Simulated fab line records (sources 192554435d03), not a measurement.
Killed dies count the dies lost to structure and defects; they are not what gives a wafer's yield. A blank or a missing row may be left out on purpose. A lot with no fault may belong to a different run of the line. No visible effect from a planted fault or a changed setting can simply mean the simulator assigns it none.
A struck lot beside a sound one | flow n5Finfet | 14 out of 1938 route steps
Sound: these wafers, L805.1, L805.4, L805.5. Wafers struck: L813.2, L813.4, L813.5. The cause is named last.
Per side, at each step with rows, come the tool, then ch with its chambers, and then its first start. Under that, the readings that differ: sound wafers | struck wafers | difference of the means | sigmas: that difference in standard deviations of wafers without a fault.
alike: readings with means less than 2 such deviations apart, plus words and numbers identical on both sides. not compared: withheld readings, readings lacking a value on some wafer, bounds such as >300 that could conceal the same value, and numbers that have no deviation in the record and whose values overlap.
The two part at a step that has a row with sigmas, a row that says differs or no value, or rows on one side only. Numbers that don't overlap but have no deviation are shown without sigmas and don't part them. A reading that every wafer of one side lacks parts them only if that side has two wafers or more.

N5_BEOL_M2_RS_MEAS_58: the measuring method here is four-point-probe.
  sound on filmMetro-02, day 7 15:19; struck on filmMetro-02, day 9 16:35
  alike: M2_RS
N5_BEOL_M2_INSPECT_59: inspects for defects (darkfield).
  sound on defectInspect-02, day 7 15:21; struck on defectInspect-01, day 9 16:37
reading        | sound    | struck     | difference | sigmas
rawDefectCount | 83 61 32 | 93 102 120 | +46        | +2
N5_BEOL_M3_ILD_DEP_00: deposits SiOC from DEMS/O2, target thk 79 nm, time 15.3 s.
  sound on pecvd-01 ch 0,2, day 7 15:23; struck on pecvd-01 ch 0,1, day 9 16:40
  alike: heaterPowerW, showerheadPlenumPTorr, throttleValvePct
  not compared: sinceWetCleanH
N5_BEOL_M3_THK_MEAS_01:
  sound on filmMetro-02, day 7 15:27; struck on filmMetro-02, day 9 16:43
  alike: M3_ILD_THK
N5_BEOL_M3_PECVD_72: deposits SiO2 from TEOS/O2, target thk 16 nm, time 18 s.
  sound on pecvd-04 ch 0,1,2, day 7 15:29; struck on pecvd-04 ch 0,2, day 9 16:46
  alike: heaterPowerW, showerheadPlenumPTorr, throttleValvePct
  not compared: sinceWetCleanH
N5_BEOL_M3_HM_DEP_02: deposits TiN, target thk 20 nm.
  sound on pvdSputter-03, day 7 16:52; struck on pvdSputter-01, day 9 17:55
  alike: throttleValvePct
then, 6 steps without rows for these wafers: N5_BEOL_M3_COAT_61 (time 60 s, resist thk 60 nm); N5_BEOL_M3_COAT_62 (time 60 s, resist thk 12 nm); N5_BEOL_M3_COAT_73 (time 60 s, resist thk 5 nm); N5_BEOL_M3_COAT_05 (resist thk 30 nm); N5_BEOL_M3_EBR_07; N5_BEOL_M3_SOFTBAKE_06 (time 60 s).
N5_BEOL_M3_EXPOSE_08: exposes mask M3.
  struck on euvScanner-02, day 9 18:10; sound on euvScanner-01 ch 0, day 7 17:15
  no value came back on the struck wafers for dipoleOpeningDeg (degrees), exposureDoseMJCm2, na, sigmaOuter; on the sound wafers dipoleOpeningDeg (degrees) reads 79.7 79.7 79.7
  alike: mask
then, 1 step without rows for these wafers: N5_BEOL_M3_PEB_09 (peb time 60 s).

## WHERE THEY PART
At N5_BEOL_M2_INSPECT_59 first; at N5_BEOL_M3_EXPOSE_08 last (within this record only).

WHY: what had been put in by the simulator
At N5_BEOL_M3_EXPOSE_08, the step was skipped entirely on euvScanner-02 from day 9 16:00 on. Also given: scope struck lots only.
